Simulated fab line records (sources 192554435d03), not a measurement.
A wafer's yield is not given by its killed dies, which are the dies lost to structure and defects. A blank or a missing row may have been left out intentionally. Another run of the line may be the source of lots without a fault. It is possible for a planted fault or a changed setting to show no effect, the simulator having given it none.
fab line records    flow n5-finfet
[record] lots = 7  wafers = 21
route steps=1938 shown BEOL_M8@1332 BEOL_M12@1602 BEOL_M14@1743
start-h: hours from the record's first day to the start of the lot's first wafer shown    wait-h: how many hours have passed since the lot's step before this one    " repeats the value in the row above    L1.1+2: one row covering several wafers at once    - value missing, or start not given    * or withheld: withheld    < > ~ a bound
route shown NAME@n: names a module that has steps shown in the file, with the first one's number in the route    usual: mean/standard deviation taken from wafers without a fault    same: alike in all rows    chamber/n: place in a boat    sites: the reading at each site    _std_site: the values' standard deviation    _edge_site: mean of outer sites minus mean of inner sites    radius-mm: for every site, how far away it sits from the centre of the wafer    mask NAME#n: copy n    behind: tool/chamber where the wafer was last shaped    hold: reason for holding the lot/hours on hold/outcome of the hold    device: names the non-switching transistor (n, p or np)    end of line: the same wafers' tests at the end of the route    a step without rows: its recipe alone    killed: dies that structure and defects cost at the first sort, which is not the same as the wafer's yield    map: per-die view of a wafer (x killed, . not killed, _ where there is no die)
set.NAME: the setting as run; set.NAME@STEP: as run at that earlier step    model.NAME: the simulator's own value behind a step, which no gauge read
lots where settings were altered on purpose, with a table for each step and a row for each wafer
[[steps]]
[step N5_BEOL_M8_ILD_DEP_00]
[recipe] material = SiCOH_lowk  target-thk-a = 1797.5  temp-c = 300  precursor = DEMS/porogen  pressure-torr = 5  rf-w = 500  time-s = 33.4
lot.wafer  tool      chamber  start-h  wait-h  set.time-s  model.SiCOH_lowk_of_BEOL_M8_ILD_DEP_00.thk-nm
L076.2     pecvd-03  1        226.03   0.0     33.4        176.8
L076.5     "         2        "        "       33.4        180.8
L076.6     "         1        "        "       33.4        180
L077.1     pecvd-02  2        232.53   0.0     33.4        182
L077.2     "         1        "        "       28.71       154.8
L077.4     "         2        "        "       33.4        183.4
L082.1     pecvd-01  2        256.91   0.0     36.25       192.6
L082.4     "         2        "        "       36.25       194.8
L082.5     "         1        "        "       33.4        180.2
L083.2     pecvd-01  0        265.29   0.0     33.4        173.4
L083.3     "         1        "        "       33.4        180.4
L083.5     "         0        "        "       29.22       156.6
L090.1     pecvd-02  2        303.48   0.0     30.29       165
L090.2     "         0        "        "       33.4        176.2
L090.5     "         1        "        "       33.4        178.8
L094.3     pecvd-03  1        325.77   0.0     31.85       172.8
L094.4     "         1        "        "       33.4        186.2
L094.6     "         2        "        "       33.4        181
L096.1     pecvd-02  0        326.72   0.0     33.4        179.2
L096.2     "         2        "        "       35.25       193.6
L096.5     "         1        "        "       33.4        181.6
[step N5_BEOL_M8_CURE_74]
[recipe] temp-c = 385  time-s = 240  ambient = He/Ar  material = SiCOH_lowk
lot.wafer  tool        chamber  start-h  wait-h  set.time-s@BEOL_M8_ILD_DEP_00  model.SiCOH_lowk_of_BEOL_M8_ILD_DEP_00.thk-nm
L076.2     uv-cure-02  2        226.18   0.1     33.4                           152.4
L076.5     "           2        "        "       33.4                           155.8
L076.6     "           2        "        "       33.4                           155.2
L077.1     uv-cure-01  2        232.59   0.0     33.4                           157
L077.2     "           2        "        "       28.71                          133.4
L077.4     "           2        "        "       33.4                           158.2
L082.1     uv-cure-01  1        256.97   0.0     36.25                          166.2
L082.4     "           1        "        "       36.25                          168.2
L082.5     "           1        "        "       33.4                           155.4
L083.2     uv-cure-02  0        265.46   0.1     33.4                           149.6
L083.3     "           0        "        "       33.4                           155.6
L083.5     "           0        "        "       29.22                          134.8
L090.1     uv-cure-01  2        303.68   0.2     30.29                          142.2
L090.2     "           2        "        "       33.4                           152
L090.5     "           2        "        "       33.4                           154
L094.3     uv-cure-01  0        326.00   0.2     31.85                          149
L094.4     "           0        "        "       33.4                           160.6
L094.6     "           0        "        "       33.4                           156.2
L096.1     uv-cure-03  0        326.79   0.0     33.4                           154.6
L096.2     "           0        "        "       35.25                          167
L096.5     "           0        "        "       33.4                           156.6
[step N5_BEOL_M8_THK_MEAS_01]
[recipe] reads = SiCOH_lowk_of_BEOL_M8_ILD_DEP_00
[usual] M8_ILD_THK = 154.4/2.3
lot.wafer  tool           chamber  start-h  wait-h  set.time-s@BEOL_M8_ILD_DEP_00  M8_ILD_THK[nm]
L076.2     film-metro-02  -        226.61   0.4     33.4                           152.5
L076.5     "              -        "        "       33.4                           155.9
L076.6     "              -        "        "       33.4                           155.2
L077.1     film-metro-02  -        233.10   0.4     33.4                           157.1
L077.2     "              -        "        "       28.71                          133.3
L077.4     "              -        "        "       33.4                           158.2
L082.1     film-metro-01  -        257.97   0.8     36.25                          166.0
L082.4     "              -        "        "       36.25                          168.1
L082.5     "              -        "        "       33.4                           155.4
L083.2     film-metro-02  -        265.89   0.4     33.4                           149.6
L083.3     "              -        "        "       33.4                           155.5
L083.5     "              -        "        "       29.22                          134.8
L090.1     film-metro-02  -        304.20   0.4     30.29                          142.1
L090.2     "              -        "        "       33.4                           152.0
L090.5     "              -        "        "       33.4                           154.1
L094.3     film-metro-01  -        326.35   0.3     31.85                          149.1
L094.4     "              -        "        "       33.4                           160.5
L094.6     "              -        "        "       33.4                           156.3
L096.1     film-metro-02  -        327.30   0.4     33.4                           154.4
L096.2     "              -        "        "       35.25                          167.0
L096.5     "              -        "        "       33.4                           156.6
[step N5_BEOL_M8_ETCH_62]
[recipe] chemistry = N2/H2  target = SOC  target-depth-a = 1100  overetch-a = 220  mask-material = SiARC  temp-c = 40  time-s = 165  ion-energy-ev = 200  pressure-mtorr = 30  source-w = 840  bias-w = 150  n2-flow-sccm = 200  h2-flow-sccm = 200
[usual] rf-vpp-V = 525.2/2.2
lot.wafer  tool         chamber  start-h  wait-h  set.source-w  rf-vpp-V
L076.2     rie-diel-06  0        228.96   0.0     840           525.6
L076.5     "            1        "        "       840           528.1
L076.6     "            2        "        "       840           523.9
L077.1     rie-diel-05  2        234.31   0.0     840           521.8
L077.2     "            3        "        "       840           526.3
L077.4     "            0        "        "       840           528.1
L082.1     rie-diel-06  0        259.50   0.0     958.2         503.4
L082.4     "            1        "        "       958.2         504.8
L082.5     "            3        "        "       840           525.5
L083.2     rie-diel-04  3        267.16   0.0     936.2         505.8
L083.3     "            0        "        "       840           522.5
L083.5     "            2        "        "       936.2         507.9
L090.1     rie-diel-05  2        308.28   0.0     840           521.8
L090.2     "            1        "        "       881.4         518.9
L090.5     "            0        "        "       840           527.0
L094.3     rie-diel-05  2        329.59   0.0     840           522.0
L094.4     "            1        "        "       736.6         549.9
L094.6     "            1        "        "       840           526.9
L096.1     rie-diel-04  2        329.87   0.0     840           526.5
L096.2     "            3        "        "       840           524.1
L096.5     "            2        "        "       840           525.6
[step N5_BEOL_M12_ILD_DEP_00]
[recipe] material = SiOC  target-thk-a = 6589.2  temp-c = 350  precursor = DEMS/O2  pressure-torr = 5  rf-w = 500  time-s = 130.7
lot.wafer  tool      chamber  start-h  wait-h  set.time-s  model.SiOC_of_BEOL_M12_ILD_DEP_00.thk-nm
L076.2     pecvd-02  2        258.30   0.0     130.7       649.6
L076.5     "         2        "        "       130.7       661.4
L076.6     "         0        "        "       130.7       658.2
L077.1     pecvd-02  0        266.46   0.0     141.1       701.4
L077.2     "         1        "        "       130.7       655
L077.4     "         1        "        "       130.7       664
L082.1     pecvd-01  1        289.58   0.0     130.7       626.2
L082.4     "         1        "        "       122.8       608.4
L082.5     "         2        "        "       130.7       643.6
L083.2     pecvd-02  2        298.06   0.0     130.7       662.8
L083.3     "         1        "        "       138.1       687.4
L083.5     "         0        "        "       130.7       674.2
L090.1     pecvd-01  0        336.19   0.0     138.6       676
L090.2     "         1        "        "       130.7       635.6
L090.5     "         2        "        "       138.6       694.8
L094.3     pecvd-01  1        360.03   0.0     122.6       590.6
L094.4     "         1        "        "       130.7       646.4
L094.6     "         0        "        "       130.7       646.6
L096.1     pecvd-01  2        363.53   0.0     130.7       640.8
L096.2     "         1        "        "       130.7       640
L096.5     "         2        "        "       130.7       649.4
[step N5_BEOL_M12_THK_MEAS_01]
[recipe] reads = SiOC_of_BEOL_M12_ILD_DEP_00
[usual] M12_ILD_THK = 652/10
lot.wafer  tool           chamber  start-h  wait-h  set.time-s@BEOL_M12_ILD_DEP_00  M12_ILD_THK[nm]
L076.2     film-metro-01  -        258.44   0.1     130.7                           649
L076.5     "              -        "        "       130.7                           662
L076.6     "              -        "        "       130.7                           657
L077.1     film-metro-02  -        266.59   0.1     141.1                           701
L077.2     "              -        "        "       130.7                           655
L077.4     "              -        "        "       130.7                           664
L082.1     film-metro-02  -        289.72   0.1     130.7                           626
L082.4     "              -        "        "       122.8                           609
L082.5     "              -        "        "       130.7                           644
L083.2     film-metro-02  -        298.19   0.1     130.7                           663
L083.3     "              -        "        "       138.1                           687
L083.5     "              -        "        "       130.7                           674
L090.1     film-metro-02  -        336.32   0.1     138.6                           676
L090.2     "              -        "        "       130.7                           636
L090.5     "              -        "        "       138.6                           696
L094.3     film-metro-02  -        360.16   0.1     122.6                           591
L094.4     "              -        "        "       130.7                           646
L094.6     "              -        "        "       130.7                           647
L096.1     film-metro-01  -        363.66   0.1     130.7                           640
L096.2     "              -        "        "       130.7                           640
L096.5     "              -        "        "       130.7                           650
[step N5_BEOL_M12_COAT_58]
[recipe] resist = BARC  temp-c = 205  time-s = 60  spin-rpm = 1500  resist-thk-nm = 89
[step N5_BEOL_M12_COAT_04]
[recipe] spin-rpm = 1625  resist-thk-nm = 400
[step N5_BEOL_M12_DESCUM_15]
[recipe] chemistry = O2  time-s = 7.9  source-power-w = 50  bias-power-w = 20  pressure-mtorr = 20  rf-frequency-hz = 2.712e+07  temp-c = 40  o2-flow-sccm = 225
[step N5_BEOL_M12_ETCH_59]
[recipe] chemistry = N2/H2  target = BARC  target-depth-a = 890  overetch-a = 267  time-s = 67.9  ion-energy-ev = 200  pressure-mtorr = 30  source-w = 840  bias-w = 150  n2-flow-sccm = 200  h2-flow-sccm = 200
[step N5_BEOL_M12_VIA_ETCH_16]
[recipe] chemistry = C4F8/O2/Ar  target = SiOC  pressure-mtorr = 30  source-w = 3000  bias-w = 700  Ar_flow_sccm = 400  C4F8_flow_sccm = 15  O2_flow_sccm = 8  he-inner-torr = 15  he-outer-torr = 30  target-depth-a = 7248  time-s = withheld  ion-energy-ev = 250  ends = cleared
lot.wafer  tool         chamber  start-h  wait-h  set.time-s@BEOL_M12_ILD_DEP_00  model.etch.depth-nm
L076.2     rie-diel-06  0        259.12   0.0     *                               649.7
L076.5     "            0        "        "       *                               661.4
L076.6     "            3        "        "       *                               658.1
L077.1     rie-diel-06  2        267.10   0.0     *                               701.3
L077.2     "            1        "        "       *                               655.1
L077.4     "            0        "        "       *                               664
L082.1     rie-diel-05  3        290.32   0.0     *                               626.1
L082.4     "            1        "        "       *                               608.3
L082.5     "            0        "        "       *                               643.7
L083.2     rie-diel-06  1        298.78   0.0     *                               662.8
L083.3     "            3        "        "       *                               687.5
L083.5     "            2        "        "       *                               674.2
L090.1     rie-diel-05  3        336.97   0.0     *                               676
L090.2     "            2        "        "       *                               635.7
L090.5     "            3        "        "       *                               694.7
L094.3     rie-diel-05  1        360.64   0.0     *                               590.5
L094.4     "            0        "        "       *                               646.3
L094.6     "            0        "        "       *                               646.6
L096.1     rie-diel-04  3        364.14   0.0     *                               640.9
L096.2     "            1        "        "       *                               640.1
L096.5     "            0        "        "       *                               649.3
[step N5_BEOL_M12_STRIP_63]
[recipe] chemistry = N2/H2  power-w = 1000  temp-c = 250  h2-frac = 0.65  overash-fraction = 0.3  pressure-mtorr = 1000  n2-flow-sccm = 1750  h2-flow-sccm = 3250
[usual] strip-time-to-endpoint-s = 43.1/0.96
lot.wafer  tool             chamber  start-h  wait-h  set.time-s@BEOL_M12_ILD_DEP_00  strip-time-to-endpoint-s
L076.2     plasma-asher-02  0        259.32   -       130.7                           44.3
L076.5     "                1        "        "       130.7                           43.5
L076.6     "                0        "        "       130.7                           42.9
L077.1     plasma-asher-02  0        267.29   -       141.1                           39.5
L077.2     "                1        "        "       130.7                           42.1
L077.4     "                0        "        "       130.7                           42.9
L082.1     plasma-asher-01  1        290.52   -       130.7                           45.6
L082.4     "                1        "        "       122.8                           46.4
L082.5     "                0        "        "       130.7                           43.8
L083.2     plasma-asher-01  1        299.09   -       130.7                           41.1
L083.3     "                1        "        "       138.1                           40.1
L083.5     "                0        "        "       130.7                           41.4
L090.1     plasma-asher-02  1        337.17   -       138.6                           41.1
L090.2     "                0        "        "       130.7                           44.6
L090.5     "                0        "        "       138.6                           39.9
L094.3     plasma-asher-01  1        360.86   -       122.6                           47.9
L094.4     "                0        "        "       130.7                           43.9
L094.6     "                1        "        "       130.7                           44.0
L096.1     plasma-asher-02  1        364.34   -       130.7                           43.5
L096.2     "                0        "        "       130.7                           44.6
L096.5     "                0        "        "       130.7                           42.8
[step N5_BEOL_M12_STRIP_64]
[recipe] chemistry = N2/H2  power-w = 1000  temp-c = 250  h2-frac = 0.65  overash-fraction = 0.3  pressure-mtorr = withheld  n2-flow-sccm = 1750  h2-flow-sccm = 3250
[step N5_BEOL_M12_STRIP_71]
[recipe] chemistry = post-etch-residue-remover  time-s = 60  temp-c = 25  remover-ph = withheld  remover-water-wt-pct = withheld  remover-fluoride-wt-pct = withheld
[step N5_BEOL_M12_STRIP_37]
[recipe] chemistry = N2/H2  power-w = 1000  temp-c = 250  h2-frac = 0.65  overash-fraction = 0.3  pressure-mtorr = withheld  n2-flow-sccm = 1750  h2-flow-sccm = 3250
[step N5_BEOL_M12_ETCH_38]
[recipe] chemistry = CF4/N2  target = SiCN  target-depth-a = 687  taper-deg = 2  time-s = 73.4  ion-energy-ev = 150  mask-material = SiO2  pressure-mtorr = 40  source-w = 430  bias-w = 70  Ar_flow_sccm = 100  cf4-flow-sccm = 60  n2-flow-sccm = 60
lot.wafer  tool         chamber  start-h  wait-h  set.time-s@BEOL_M12_ILD_DEP_00  model.SiOC_of_BEOL_M12_ILD_DEP_00.thk-nm
L076.2     rie-diel-06  0        262.82   -       130.7                           600.8
L076.5     "            1        "        "       130.7                           609.8
L076.6     "            0        "        "       130.7                           609.2
L077.1     rie-diel-05  2        269.32   -       141.1                           651.2
L077.2     "            0        "        "       130.7                           605.6
L077.4     "            1        "        "       130.7                           613.6
L082.1     rie-diel-06  2        293.01   -       130.7                           578.2
L082.4     "            3        "        "       122.8                           559.4
L082.5     "            1        "        "       130.7                           592.6
L083.2     rie-diel-04  1        303.49   -       130.7                           615
L083.3     "            2        "        "       138.1                           637.6
L083.5     "            3        "        "       130.7                           623.6
L090.1     rie-diel-04  2        341.04   -       138.6                           626.2
L090.2     "            3        "        "       130.7                           586
L090.5     "            1        "        "       138.6                           646.6
L094.3     rie-diel-04  1        364.81   -       122.6                           543.4
L094.4+6   "            2,3      "        "       130.7                           597
L096.1     rie-diel-05  2        366.43   -       130.7                           590.8
L096.2     "            0        "        "       130.7                           592.4
L096.5     "            0        "        "       130.7                           601.6
[step N5_BEOL_M14_PEB_26]
[recipe] peb-temp-c = 130  peb-time-s = 90
lot.wafer   tool            chamber  start-h  wait-h  set.peb-temp-c
L076.2+5+6  litho-track-02  0        272.90   0.0     130
L077.1+4    litho-track-02  0        277.74   0.1     130
L077.2      "               0        "        "       126.6
L082.1+4+5  litho-track-03  0        302.43   0.1     130
L083.2+5    litho-track-02  0        311.21   0.0     132.9
L083.3      "               0        "        "       130
L090.1+2+5  litho-track-02  0        351.32   0.1     130
L094.3+4+6  litho-track-02  0        373.65   0.0     130
L096.1+2    litho-track-03  0        376.92   0.1     130
L096.5      "               0        "        "       127.8
[step N5_BEOL_M14_DEVELOP_27]
[recipe] develop-time-s = 45  rinse-liquid = diw  dry = air-spin  dev-temp-c = 21
[step N5_BEOL_M14_HARDBAKE_32]
[recipe] temp-c = 130  time-s = 120
[step N5_BEOL_M14_CD_MEAS_28]
[recipe] target-cd-nm = 284.4  landing-energy-ev = 500  detector = se-inlens
[usual] cd-nm = 285.3/2.2
lot.wafer  tool       chamber  start-h  wait-h  set.peb-temp-c@BEOL_M14_PEB_26  cd-nm
L076.2     cd-sem-01  0        273.01   -       130                             289.2
L076.5     "          0        "        "       130                             288.0
L076.6     "          0        "        "       130                             288.9
L077.1     cd-sem-01  0        277.85   -       130                             287.9
L077.2     "          0        "        "       126.6                           270.1
L077.4     "          0        "        "       130                             286.0
L082.1     cd-sem-02  0        302.55   -       130                             286.3
L082.4     "          0        "        "       130                             284.6
L082.5     "          0        "        "       130                             283.9
L083.2     cd-sem-03  0        311.33   -       132.9                           299.1
L083.3     "          0        "        "       130                             283.8
L083.5     "          0        "        "       132.9                           297.2
L090.1     cd-sem-01  0        351.44   -       130                             285.5
L090.2     "          0        "        "       130                             284.5
L090.5     "          0        "        "       130                             287.2
L094.3     cd-sem-02  0        373.77   -       130                             289.7
L094.4     "          0        "        "       130                             288.5
L094.6     "          0        "        "       130                             289.2
L096.1     cd-sem-01  0        377.04   -       130                             286.4
L096.2     "          0        "        "       130                             283.9
L096.5     "          0        "        "       127.8                           271.5
[step N5_BEOL_M14_DESCUM_33]
[recipe] chemistry = O2  time-s = 7.9  source-power-w = 50  bias-power-w = 20  pressure-mtorr = 20  rf-frequency-hz = 2.712e+07  temp-c = 40  o2-flow-sccm = 225
lot.wafer  tool         chamber  start-h  wait-h  set.peb-temp-c@BEOL_M14_PEB_26  model.BEOL_M14.cd-nm
L076.2     rie-diel-06  2        273.68   0.6     130                             289.2
L076.5     "            2        "        "       130                             288
L076.6     "            1        "        "       130                             289
L077.1     rie-diel-05  3        277.94   0.0     130                             288.2
L077.2     "            2        "        "       126.6                           270
L077.4     "            0        "        "       130                             286.6
L082.1     rie-diel-04  2        302.91   0.3     130                             286.4
L082.4     "            1        "        "       130                             285
L082.5     "            1        "        "       130                             284
L083.2     rie-diel-04  2        311.73   0.3     132.9                           299.2
L083.3     "            0        "        "       130                             283.6
L083.5     "            1        "        "       132.9                           297.2
L090.1     rie-diel-04  1        351.60   0.1     130                             285.4
L090.2     "            3        "        "       130                             284.4
L090.5     "            2        "        "       130                             287.6
L094.3     rie-diel-04  3        374.04   0.2     130                             289.4
L094.4     "            1        "        "       130                             288.6
L094.6     "            2        "        "       130                             289.2
L096.1     rie-diel-05  0        377.65   0.6     130                             286.8
L096.2     "            2        "        "       130                             284
L096.5     "            2        "        "       127.8                           271.8
[step N5_BEOL_M14_ETCH_67]
[recipe] chemistry = CF4  target = SiARC  target-depth-a = 1430  time-s = 238.3  ion-energy-ev = 80  pressure-mtorr = 40  source-w = 545  bias-w = 36  Ar_flow_sccm = 100  cf4-flow-sccm = 100  ends = cleared
lot.wafer  tool         chamber  start-h  wait-h  set.peb-temp-c@BEOL_M14_PEB_26  model.BEOL_M14.cd-nm
L076.2+6   rie-diel-06  2,1      273.72   0.0     130                             285.2
L076.5     "            2        "        "       130                             283.8
L077.1     rie-diel-05  3        277.97   0.0     130                             283.4
L077.2     "            2        "        "       126.6                           266
L077.4     "            0        "        "       130                             282
L082.1     rie-diel-04  2        302.94   0.0     130                             282
L082.4     "            1        "        "       130                             280.6
L082.5     "            1        "        "       130                             279.8
L083.2     rie-diel-04  2        311.76   0.0     132.9                           294.6
L083.3     "            0        "        "       130                             278.6
L083.5     "            1        "        "       132.9                           292.6
L090.1     rie-diel-04  1        351.63   0.0     130                             280.8
L090.2     "            3        "        "       130                             281.2
L090.5     "            2        "        "       130                             283.2
L094.3     rie-diel-04  3        374.07   0.0     130                             285.4
L094.4     "            1        "        "       130                             284
L094.6     "            2        "        "       130                             285.6
L096.1     rie-diel-05  0        377.69   0.0     130                             283
L096.2     "            2        "        "       130                             280.6
L096.5     "            2        "        "       127.8                           268.2
[step N5_BEOL_M14_ETCH_68]
[recipe] chemistry = N2/H2  target = SOC  mask-material = SiARC  source-w = 3000  bias-w = 350  temp-c = 40  time-s = 450  ion-energy-ev = 200  pressure-mtorr = 30  n2-flow-sccm = 200  h2-flow-sccm = 200
lot.wafer  tool         chamber  start-h  wait-h  set.peb-temp-c@BEOL_M14_PEB_26  model.BEOL_M14.cd-nm
L076.2     rie-diel-06  2        273.86   0.1     130                             285.8
L076.5     "            2        "        "       130                             284.2
L076.6     "            1        "        "       130                             283
L077.1+4   rie-diel-05  3,0      278.12   0.1     130                             280.2
L077.2     "            2        "        "       126.6                           265.4
L082.1     rie-diel-04  2        303.09   0.1     130                             281.4
L082.4     "            1        "        "       130                             282.4
L082.5     "            1        "        "       130                             281.2
L083.2     rie-diel-04  2        311.91   0.1     132.9                           293.4
L083.3     "            0        "        "       130                             279
L083.5     "            1        "        "       132.9                           293.2
L090.1     rie-diel-04  1        351.78   0.1     130                             280.6
L090.2     "            3        "        "       130                             278.8
L090.5     "            2        "        "       130                             281.2
L094.3     rie-diel-04  3        374.22   0.1     130                             283
L094.4     "            1        "        "       130                             283.2
L094.6     "            2        "        "       130                             283.4
L096.1     rie-diel-05  0        377.83   0.1     130                             285.2
L096.2     "            2        "        "       130                             280.4
L096.5     "            2        "        "       127.8                           267.4
[[key]]
[split] step = N5_BEOL_M8_ILD_DEP_00  setting = time-s  stated = 33.4  by = wafer
[response] step = N5_BEOL_M8_ILD_DEP_00  reading = model.SiCOH_lowk_of_BEOL_M8_ILD_DEP_00.thk-nm  change = +1.77  per = 1%  r = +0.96
[response] step = N5_BEOL_M8_CURE_74  reading = model.SiCOH_lowk_of_BEOL_M8_ILD_DEP_00.thk-nm  change = +1.54  per = 1%  r = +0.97
[response] step = N5_BEOL_M8_THK_MEAS_01  reading = M8_ILD_THK  change = +1.54  per = 1%  r = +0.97
[split] step = N5_BEOL_M8_ETCH_62  setting = source-w  stated = 840  by = wafer
[response] step = N5_BEOL_M8_ETCH_62  reading = rf-vpp-V  change = -1.63  per = 1%  r = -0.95
[split] step = N5_BEOL_M12_ILD_DEP_00  setting = time-s  stated = 130.7  by = wafer
[response] step = N5_BEOL_M12_ILD_DEP_00  reading = model.SiOC_of_BEOL_M12_ILD_DEP_00.thk-nm  change = +6.03  per = 1%  r = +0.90
[response] step = N5_BEOL_M12_THK_MEAS_01  reading = M12_ILD_THK  change = +6.03  per = 1%  r = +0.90
[response] step = N5_BEOL_M12_VIA_ETCH_16  reading = model.etch.depth-nm  change = +6.03  per = 1%  r = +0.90
[response] step = N5_BEOL_M12_STRIP_63  reading = strip-time-to-endpoint-s  change = *  per = 1%  r = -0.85
[response] step = N5_BEOL_M12_ETCH_38  reading = model.SiOC_of_BEOL_M12_ILD_DEP_00.thk-nm  change = +5.94  per = 1%  r = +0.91
[split] step = N5_BEOL_M14_PEB_26  setting = peb-temp-c  stated = 130  by = wafer
[response] step = N5_BEOL_M14_CD_MEAS_28  reading = cd-nm  change = +6.76  per = 1%  r = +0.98
[response] step = N5_BEOL_M14_DESCUM_33  reading = model.BEOL_M14.cd-nm  change = +6.89  per = 1%  r = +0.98
[response] step = N5_BEOL_M14_ETCH_67  reading = model.BEOL_M14.cd-nm  change = +6.82  per = 1%  r = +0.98
[response] step = N5_BEOL_M14_ETCH_68  reading = model.BEOL_M14.cd-nm  change = +6.58  per = 1%  r = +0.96
